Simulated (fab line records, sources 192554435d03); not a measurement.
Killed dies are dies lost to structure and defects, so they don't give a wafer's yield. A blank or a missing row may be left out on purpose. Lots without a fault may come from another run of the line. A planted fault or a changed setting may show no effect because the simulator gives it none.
Problem report in the 8D (eight disciplines) form, filled by code | flow n5_finfet | the parts of the form that need people (team, actions taken, sign-off) are left out

1. THE PROBLEM
trench_depth_nm at N5_FIN_SAQP_OCD_MEAS_76 reads a mean of 129.9 nm on 6 wafers of 2 lots; wafers without a fault read 120.0 nm with a standard deviation of 1.7. That is +5.8 standard deviations from the usual mean.
First seen on wafer L422.2, day 5 18:59, on ocd-01. The record holds 27 wafers of 9 lots with a number at this step. Rule for "out", or "out of limits": more than 4 standard deviations from the usual mean. The other wafers with a number count as sound.

2. WHAT IT IS AND WHAT IT IS NOT
question                    | is                     | is not
which readings at this step | trench_depth_nm        | -
which lots                  | L422, L424             | L409, L415, L417, L418, L429, L430, L431
which wafers of those lots  | all that have a number | -
read on which gauges        | ocd-01                 | ocd-02
when                        | from day 5 18:59       | up to then (12 sound wafers); but 9 sound wafers of L429, L430, L431 came after

3. SUSPECTS, AND WHAT RULES EACH OUT
Counting: a tool at a process step up to the reading stays a suspect if it ran every lot that is out and no sound lot after the first of them.
- the gauge at N5_FIN_SAQP_OCD_MEAS_76: ruled out. All the wafers that are out were read on ocd-01, but those of them that N5_FIN_SAQP_FIN_ETCH_36 has rows for are out there too, on other tools.
- rie_si-06 at N5_FIN_SAQP_FIN_ETCH_36 (etches the open film in HBr/Cl2/O2, target depth 120 nm, time 50.4 s): kept. It ran every lot that is out, first L422 (day 5 18:43), and no sound lot after that; its last sound lot up to then is L417 (day 4 09:38). Its own readings are out on those wafers: oes_o_777_au, rf_fwd_power_W.
Left after counting: rie_si-06 at N5_FIN_SAQP_FIN_ETCH_36.

4. THE CAUSE (what the simulator had put in)
Process parameter drift: rie_si-06, from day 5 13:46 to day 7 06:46, at N5_FIN_SAQP_FIN_ETCH_36. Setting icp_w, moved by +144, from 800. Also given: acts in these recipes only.
Counting left only this tool.

5. THE CHAIN OF EFFECTS, in route order
Each row: a reading whose mean over the struck wafers that have a number lies more than 3 standard deviations from the usual. Only readings for which the record gives a usual standard deviation are gone through. hours: the time from each lot's start at the first step in this table that gives one to its start at this step, as a median over the lots. sigmas: the change in usual standard deviations.
hours | step                    | reading         | usual      | on struck wafers | change | sigmas
0     | N5_FIN_SAQP_FIN_ETCH_36 | oes_o_777_au    | 0.99 a.u.  | 1.42             | +0.43  | +11
0     | N5_FIN_SAQP_FIN_ETCH_36 | oes_product_au  | 0.996 a.u. | 1.052            | +0.056 | +3.8
0     | N5_FIN_SAQP_FIN_ETCH_36 | rf_fwd_power_W  | 796.1 W    | 939.3            | +143.2 | +53
0     | N5_FIN_SAQP_OCD_MEAS_76 | trench_depth_nm | 120.0 nm   | 129.9            | +9.9   | +5.8
The process steps in it:
- N5_FIN_SAQP_FIN_ETCH_36: etches the open film in HBr/Cl2/O2, target depth 120 nm, time 50.4 s.
Later measuring or inspecting steps at which every struck wafer that the step has a row for has a number for every such reading, and none has moved that far: N5_BEOL_M4_RC_MEAS_101.

6. WHAT WOULD HAVE CAUGHT IT SOONER
In this record the first reading out of limits at a measuring or inspecting step was taken at day 5 18:59, 5 hours after the fault began at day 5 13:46.
The tool's own readings at N5_FIN_SAQP_FIN_ETCH_36 were out on every struck wafer that the step has a row for (oes_o_777_au, rf_fwd_power_W): an alarm limit on them would have fired on the first of those.
Of the lots that are out (2), L424 began N5_FIN_SAQP_FIN_ETCH_36 on rie_si-06 after day 5 18:59. A hold on the tool at that time would have spared it.
